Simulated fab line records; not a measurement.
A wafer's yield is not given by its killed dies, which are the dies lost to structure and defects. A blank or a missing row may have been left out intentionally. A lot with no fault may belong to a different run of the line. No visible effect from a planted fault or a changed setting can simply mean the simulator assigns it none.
Chamber matching    flow nand_harc    NHARC_A_STAIRCASE_TRIM_187 on rie_diel-07: 4 sister chambers
The step chemistry O2, time 211.2 s. 18 wafers are shown with their chamber, then 9 later ones without.

WAFERS WITH THEIR CHAMBER
wafer   chamber  drypump_motor_current_A (A)  showerhead_plenum_p_Torr (Torr)  oes_product_au (a.u.)
L074.2  3        6.0                          3.48                             1.007
L074.3  1        6.3                          3.55                             0.984
L074.5  2        5.8                          3.32                             0.995
L076.3  3        6.0                          3.48                             1.004
L076.5  1        6.3                          3.55                             0.995
L076.6  2        5.7                          3.32                             0.988
L078.3  3        6.0                          3.48                             1.008
L078.4  2        5.8                          3.32                             0.995
L078.5  2        5.8                          3.32                             0.987
L082.1  0        5.1                          3.45                             1.012
L082.3  1        6.3                          3.53                             1.004
L082.6  0        5.1                          3.46                             1.011
L082.2  3        6.0                          3.47                             1.019
L082.4  2        5.8                          3.31                             0.998
L082.5  1        6.3                          3.53                             0.989
L081.2  0        5.1                          3.45                             1.003
L081.4  2        5.8                          3.31                             0.997
L081.6  2        5.7                          3.31                             0.991

SIGNATURES (averages over the wafers above)
reading                   chamber 0  chamber 1  chamber 2  chamber 3  scatter within a chamber
drypump_motor_current_A   5.100      6.300      5.771      6.000      0.0319
showerhead_plenum_p_Torr  3.4533     3.5400     3.3157     3.4775     0.00714
oes_product_au            1.00867    0.99300    0.99300    1.00950    0.00606
Rule: for each reading, subtract the chamber's mean from the wafer's reading, divide by that reading's scatter and square the result; add these up over the readings and take the root, which gives the wafer's distance from the chamber. If the next closest chamber is less than 2 further off than the closest, the wafer can't be placed; otherwise it belongs to the closest. How the scatter is found: for the shown wafers, subtract from each reading the mean of its chamber, square and add these, divide the total by (wafers less chambers), then take the root.

WAFERS WITHOUT THEIR CHAMBER
wafer   drypump_motor_current_A (A)  showerhead_plenum_p_Torr (Torr)  oes_product_au (a.u.)
L084.3  6.3                          3.53                             0.997
L084.4  6.0                          3.46                             1.000
L084.6  5.7                          3.30                             0.988
L089.2  6.0                          3.46                             0.992
L089.3  5.8                          3.30                             0.989
L089.4  6.3                          3.52                             0.985
L091.3  5.1                          3.44                             1.004
L091.4  5.8                          3.29                             1.000
L091.5  5.7                          3.29                             1.002

EACH ONE'S CHAMBER
wafer   from the rows above  in truth
L084.3  1                    1
L084.4  3                    3
L084.6  2                    2
L089.2  3                    3
L089.3  2                    2
L089.4  1                    1
L091.3  0                    0
L091.4  2                    2
L091.5  2                    2
Correct placement for 9 of the 9. Not placeable from these rows: 0. Number placed wrongly: 0.
